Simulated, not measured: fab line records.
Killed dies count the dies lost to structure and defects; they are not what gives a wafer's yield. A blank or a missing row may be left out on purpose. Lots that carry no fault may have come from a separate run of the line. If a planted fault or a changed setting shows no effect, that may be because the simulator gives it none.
Struck lot and sound lot, side by side ; flow nand-harc ; 13 out of 1302 route steps
Sound: wafers L606.1, L606.3, L606.5. Struck: wafers L614.2, L614.4, L614.5. At the end, the cause is stated.
At each step with rows: each side's tool, then ch and its chambers, then its first start. Under that, the readings that differ: sound wafers ; struck wafers ; difference of the means ; sigmas: that difference in standard deviations of wafers without a fault.
alike: a reading whose means differ by less than 2 such deviations, as well as words and numbers matching on both sides. not compared: withheld readings; readings where some wafer has no value; bounds like >300 that might hide an equal value; numbers whose values overlap and for which the record gives no deviation.
Wherever a step has rows on one side only, a row that says differs or no value, or a row with sigmas, the two part there. Non-overlapping numbers with no deviation appear without sigmas and do not part them. A reading missing from all wafers of one side parts the sides only when that side holds two or more wafers.

NHARC_A_CHANNEL_FILL_D1_ALD_15: deposits SiNx, target thk 2 nm, pulse time 60 s, ald cycles 19.
  sound: ald-sin-batch-02 ch 0; struck: ald-sin-batch-01 ch 0
  alike: chamber-pressure-Torr, precursor-pulse-height-rel
NHARC_A_CHANNEL_FILL_D1_ALD_16: deposits SiO2, target thk 1.5 nm, pulse time 10 s, ald cycles 15.
  sound on ald-hk-03 ch 0,1,2, day 11 00:10; struck on ald-hk-02 ch 0,1,3, day 14 19:54
  alike: heater-power-outer-w, heater-power-w, precursor-pulse-height-rel
then, 2 steps without rows for these wafers: NHARC_A_CHANNEL_FILL_D1_ANNEAL_17 (time 1800 s); NHARC_A_CHANNEL_FILL_D1_CVD_18 (deposits poly-Si, target thk 3 nm).
NHARC_A_CHANNEL_FILL_D1_ETCHBACK_19: etches the open film in HBr/Cl2, target depth 5 nm, time 1.7 s.
  sound on rie-si-04 ch 0,2, day 11 12:02; struck on rie-si-06 ch 1,3, day 15 07:32
reading;sound;struck;difference;sigmas
oes-product-au (a.u.);0.981 0.975 0.986;1.000 1.022 1.022;+0.034;+3
  alike: drypump-motor-current-A, throttle-valve-pct
  not compared: rf-hours-counter-h
NHARC_A_CHANNEL_FILL_D1_ETCHBACK_20: etches the open film in C4F8/O2/Ar, target depth 27 nm, time 13.5 s.
  sound on rie-diel-03 ch 2,3, day 11 12:11; struck on rie-diel-03 ch 0,1,3, day 15 07:40
  alike: oes-product-au, rf-vpp-V
  not compared: rf-hours-counter-h
then, 5 steps without rows for these wafers: NHARC_A_CHANNEL_FILL_D1_STRIP_28 (strips in O2, time 20 s); NHARC_A_CHANNEL_FILL_D1_PRECLEAN_21 (cleans in dHF, time 30 s); NHARC_A_CHANNEL_FILL_D1_SRD_23; NHARC_A_CHANNEL_FILL_D1_CVD_05 (deposits poly-Si, target thk 5 nm); NHARC_A_CHANNEL_FILL_D1_ANNEAL_22 (time 7200 s).
NHARC_A_CHANNEL_FILL_D1_ALD_25: deposits SiOx, target thk 60 nm, pulse time 10 s, ald cycles 600.
  sound on ald-hk-03 ch 0,1,2, day 12 00:04; struck on ald-hk-03 ch 0,1, day 15 19:26
  no value came back on the struck wafers for ald-cycles, heater-power-outer-w (W), heater-power-w (W), precursor-pulse-height-rel; on the sound wafers ald-cycles reads 600 600 600
NHARC_A_CHANNEL_FILL_D1_ETCHBACK_08: etches the open film in C4F8, target depth 220 nm, time 110 s.
  sound: rie-diel-01 ch 2,3; struck: rie-diel-08 ch 1,2
  alike: oes-product-au, rf-vpp-V
  not compared: rf-hours-counter-h

WHERE THEY PART
At NHARC_A_CHANNEL_FILL_D1_ETCHBACK_19 first; at NHARC_A_CHANNEL_FILL_D1_ALD_25 last (within this record only). Later steps at which nothing parts them and some readings are alike: NHARC_A_CHANNEL_FILL_D1_ETCHBACK_08.

WHY: what the simulator had put in
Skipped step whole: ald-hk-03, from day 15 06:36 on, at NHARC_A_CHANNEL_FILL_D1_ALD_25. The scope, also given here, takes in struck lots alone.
